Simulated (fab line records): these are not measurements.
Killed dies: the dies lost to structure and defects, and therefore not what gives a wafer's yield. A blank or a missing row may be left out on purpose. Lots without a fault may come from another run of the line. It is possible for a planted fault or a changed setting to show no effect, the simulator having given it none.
3 desks looking at one fault / flow n5_finfet / each desk holds nothing but its own numbers, with what lay behind them at the end

== THE DEFECT DESK ==
Lot by lot, what the route's inspections counted, given as the mean of those sampled wafers with a number. Any lot whose mean is over 4 standard deviations away from the usual mean is out of limits and marked OUT; that distance is given in the brackets.
Columns: A = raw_defect_count at N5_PASSIVATION_INSPECT_67, usual 2.1
lot=L144; first seen here=day 13 16:14; A=1.7
lot=L147; first seen here=day 15 17:53; A=1.3
lot=L153; first seen here=day 16 17:40; A=2.0
lot=L152; first seen here=day 17 00:07; A=2.3
lot=L162; first seen here=day 17 20:32; A=2.7
lot=L160; first seen here=day 18 14:25; A=5.0
lot=L161; first seen here=day 18 20:04; A=2.0
lot=L167; first seen here=day 19 19:10; A=2.3
lot=L149; first seen here=day 20 07:10; A=2.3
This desk found nothing out of limits on any of the 9 lots.

== THE TOOL OWNER'S DESK: rie_diel-01 ==
The tool's own readings at N5_BEOL_M5_ETCH_68 (etches SOC in N2/H2, target depth 80 nm, overetch 16 nm, time 120 s): means of the sampled wafers that have a number, for each lot that ran on this tool. Any lot whose mean is over 4 standard deviations away from the usual mean is out of limits and marked OUT; that distance is given in the brackets.
Columns: A = drypump_motor_current_A at N5_BEOL_M5_ETCH_68, usual 6.0 A; B = oes_product_au at N5_BEOL_M5_ETCH_68, usual 0.60 a.u.; C = rf_vpp_V at N5_BEOL_M5_ETCH_68, usual 523.8 V; D = showerhead_plenum_p_Torr at N5_BEOL_M5_ETCH_68, usual 2.54 Torr; E = temp_c at N5_BEOL_M5_ETCH_68, usual 40.02 C; F = throttle_valve_pct at N5_BEOL_M5_ETCH_68, usual 17.97 %
lot=L144; first seen here=day 10 00:21; A=6.4; B=0.62; C=523.8; D=2.57; E=40.01; F=18.01
lot=L152; first seen here=day 12 16:01; A=6.1; B=0.66; C=523.6; D=2.55; E=39.96; F=17.91
lot=L153; first seen here=day 12 16:29; A=6.3; B=0.61; C=522.3; D=2.49; E=40.09; F=17.94
lot=L157; first seen here=day 14 10:39; A=6.4; B=0.52; C=521.5; D=2.48; E=40.01; F=18.03
lot=L160; first seen here=day 14 11:43; A=6.5; B=0.58; C=524.4; D=2.56; E=40.05; F=18.15
lot=L161; first seen here=day 14 16:57; A=6.3; B=0.58; C=522.5; D=2.46; E=39.95; F=18.02
This desk found nothing out of limits on any of the 6 lots.

== FROM THE METROLOGY DESK ==
Means of the sampled wafers that have a number, per lot and without regard to the tool the lot ran on: this is what the gauges read. Any lot whose mean is over 4 standard deviations away from the usual mean is out of limits and marked OUT; that distance is given in the brackets. Shown here are 7 of its 10 readings, the ones lying furthest out on some lot.
Columns: A = DIBL_N at N5_BEOL_M4_RC_MEAS_101, usual 36.0 mV/V; B = IOFF_N at N5_BEOL_M4_RC_MEAS_101, usual 0.155 nA/um; C = IOFF_P at N5_BEOL_M4_RC_MEAS_101, usual 0.21 nA/um; D = ION_N at N5_BEOL_M4_RC_MEAS_101, usual 674 uA/um; E = ION_P at N5_BEOL_M4_RC_MEAS_101, usual 463 uA/um; F = VT_N at N5_BEOL_M4_RC_MEAS_101, usual 250.0 mV; G = VT_P at N5_BEOL_M4_RC_MEAS_101, usual -251 mV
lot=L144; first seen here=day 9 19:06; A=34.0; B=0.111; C=0.16; D=657; E=457; F=255.0; G=-254
lot=L147; first seen here=day 11 12:30; A=36.0; B=0.144; C=0.20; D=673; E=465; F=250.1; G=-251
lot=L152; first seen here=day 12 11:48; A=35.4; B=0.151; C=0.19; D=672; E=458; F=251.0; G=-251
lot=L153; first seen here=day 12 12:08; A=36.6; B=0.167; C=0.19; D=678; E=458; F=249.1; G=-255
lot=L162; first seen here=day 13 08:01; A=38.0; B=0.182; C=0.29; D=679; E=473; F=249.9; G=-244
lot=L157; first seen here=day 14 03:13; A=35.9; B=0.169; C=0.24; D=684; E=474; F=248.1; G=-246
lot=L160; first seen here=day 14 07:26; A=37.1; B=0.161; C=0.22; D=672; E=462; F=249.3; G=-252
lot=L161; first seen here=day 14 10:12; A=35.0; B=0.140; C=0.18; D=668; E=458; F=251.1; G=-254
lot=L149; first seen here=day 15 11:17; A=35.6; B=0.150; C=0.19; D=666; E=454; F=251.0; G=-253
lot=L167; first seen here=day 15 11:43; A=34.9; B=0.125; C=0.19; D=669; E=464; F=253.6; G=-250
This desk found nothing out of limits on any of the 10 lots.

== ALL TOGETHER ==
The defect desk saw nothing out of limits.
The desk of the tool owner found nothing out of limits.
Nothing out of limits was seen by the metrology desk.

== WHAT THE SIMULATOR HAD PUT IN ==
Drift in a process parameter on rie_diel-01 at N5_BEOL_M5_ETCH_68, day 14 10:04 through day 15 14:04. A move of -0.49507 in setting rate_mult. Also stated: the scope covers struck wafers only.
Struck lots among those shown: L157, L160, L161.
